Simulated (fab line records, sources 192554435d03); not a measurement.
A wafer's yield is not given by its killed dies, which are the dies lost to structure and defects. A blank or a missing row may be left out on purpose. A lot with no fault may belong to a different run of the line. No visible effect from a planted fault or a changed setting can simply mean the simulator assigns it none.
Matching of chambers	flow n5 finfet	4 sister chambers for N5_BEOL_M0_CUTY_DESCUM_61 on rie diel-01
The step chemistry O2, time 7.9 s. 4 wafers are shown with their chamber, then 12 later ones without.

== WAFERS WITH THEIR CHAMBER ==
wafer	chamber	drypump motor current A (A)
L082.5	3	5.2
L084.5	1	5.1
L086.3	0	4.9
L086.5	2	6.4

== WAFERS WITH NO CHAMBER GIVEN ==
wafer	drypump motor current A (A)
L087.1	4.9
L087.3	5.1
L087.6	4.9
L090.1	5.2
L090.3	5.1
L090.5	5.2
L092.2	4.9
L092.3	5.1
L092.6	5.3
L096.1	5.3
L096.2	4.9
L096.5	6.4

== CHAMBER TAKEN BY EACH ==
wafer	from the rows above	in truth
L087.1	0	0
L087.3	1	1
L087.6	0	0
L090.1	3	3
L090.3	1	1
L090.5	3	3
L092.2	0	0
L092.3	1	1
L092.6	3	3
L096.1	3	3
L096.2	0	0
L096.5	2	2
12 of 12 placed correctly. Left unplaced by these rows: 0. Wrongly placed: 0.
How it was worked out, from the rows above alone: a wafer's distance from a chamber is the root of the sum, over the readings, of the square of ((its reading less the chamber's mean) divided by the reading's scatter). If the next closest chamber is less than 2 further off than the closest, the wafer can't be placed; otherwise it belongs to the closest. A chamber's mean is the mean of its shown wafers. The scatter: with one shown wafer a chamber, the root of the mean of the squares of how far each hidden wafer lies from its nearest shown one.
